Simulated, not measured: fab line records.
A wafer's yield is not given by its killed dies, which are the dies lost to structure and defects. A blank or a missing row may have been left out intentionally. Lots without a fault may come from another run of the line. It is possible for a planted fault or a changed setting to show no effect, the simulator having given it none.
Matching of chambers ; flow nand harc ; rie diel-03 running NHARC_P_BONDPAD_DESCUM_11: 4 sister chambers
The step chemistry O2, time 3 s. 51 wafers are shown with their chamber, then 12 later ones without.

== WAFERS PAIRED WITH THEIR CHAMBERS ==
wafer;chamber;showerhead plenum p Torr (Torr);drypump motor current A (A);oes product au (a.u.)
L074.4;2;1.95;5.9;0.997
L074.5;2;1.95;5.9;1.001
L074.6;3;1.93;6.1;1.003
L074.1;0;1.86;5.4;0.979
L074.2;1;1.85;6.0;1.007
L074.3;3;1.93;6.1;1.003
L075.2;1;1.85;6.0;1.016
L075.3;0;1.86;5.4;0.980
L075.4;2;1.95;5.9;0.997
L075.1;3;1.93;6.1;1.020
L075.5;2;1.95;5.9;1.001
L075.6;3;1.93;6.1;1.013
L076.2;1;1.85;6.0;1.009
L076.5;1;1.85;6.0;1.014
L076.6;2;1.95;5.9;0.993
L077.1;0;1.86;5.4;0.977
L077.3;1;1.85;6.0;0.992
L077.4;3;1.93;6.0;1.001
L079.1;0;1.86;5.4;0.986
L079.4;3;1.93;6.1;1.010
L079.6;1;1.85;6.0;1.006
L081.1;3;1.93;6.0;1.001
L081.2;0;1.86;5.4;0.992
L081.5;1;1.85;6.0;0.997
L080.1;3;1.93;6.1;1.001
L080.5;3;1.93;6.1;1.004
L080.6;0;1.86;5.4;0.979
L083.1;1;1.85;6.0;0.995
L083.2;3;1.93;6.1;0.999
L083.5;2;1.95;5.9;1.000
L086.1;2;1.94;5.9;0.984
L086.2;1;1.85;6.0;0.987
L086.6;2;1.95;5.9;0.988
L085.1;3;1.93;6.1;1.001
L085.4;1;1.85;5.9;0.987
L085.6;3;1.93;6.1;1.005
L090.1;2;1.94;5.9;1.005
L090.4;3;1.93;6.1;1.005
L090.6;1;1.85;6.0;0.989
L089.2;2;1.94;5.9;1.003
L089.4;3;1.93;6.1;1.003
L089.5;2;1.94;5.9;1.002
L089.1;1;1.85;6.0;0.998
L089.3;0;1.86;5.4;0.977
L089.6;3;1.93;6.1;1.007
L092.1;3;1.93;6.1;1.009
L092.2;0;1.86;5.4;0.992
L092.6;0;1.86;5.4;1.003
L093.1;2;1.94;5.9;1.003
L093.3;0;1.86;5.4;0.985
L093.6;2;1.94;5.9;1.012

SIGNATURES, as means of the wafers listed above
reading;chamber 0;chamber 1;chamber 2;chamber 3;scatter within a chamber
showerhead plenum p Torr;1.8600;1.8500;1.9454;1.9300;0.00262
drypump motor current A;5.400;5.992;5.900;6.087;0.0238
oes product au;0.98500;0.99975;0.99892;1.00531;0.00788
Rule: a wafer lies at a distance from a chamber equal to the root of the sum of squares, over the readings, of (its reading less the chamber's mean, divided by the reading's scatter). If the next closest chamber is less than 2 further off than the closest, the wafer can't be placed; otherwise it belongs to the closest. The scatter: take each reading less its chamber's mean, square it, sum over the shown wafers, divide by the number of wafers less the number of chambers, and take the root.

== WAFERS WHOSE CHAMBER IS MISSING ==
wafer;showerhead plenum p Torr (Torr);drypump motor current A (A);oes product au (a.u.)
L094.2;1.92;6.1;1.008
L094.4;1.86;5.4;0.996
L094.5;1.85;5.4;0.996
L096.1;1.85;6.0;1.004
L096.2;1.94;5.9;1.005
L096.6;1.94;5.9;1.005
L096.3;1.85;5.4;0.990
L096.4;1.93;6.1;1.017
L096.5;1.92;6.1;1.010
L097.3;1.85;6.0;1.000
L097.4;1.94;5.9;1.002
L097.6;1.94;5.9;0.997

== CHAMBER TAKEN BY EACH ==
wafer;from the rows above;in truth
L094.2;3;3
L094.4;0;0
L094.5;0;0
L096.1;1;1
L096.2;2;2
L096.6;2;2
L096.3;0;0
L096.4;3;3
L096.5;3;3
L097.3;1;1
L097.4;2;2
L097.6;2;2
Placed correctly: 12 of 12. Not placeable from these rows: 0. 0 placed wrongly.
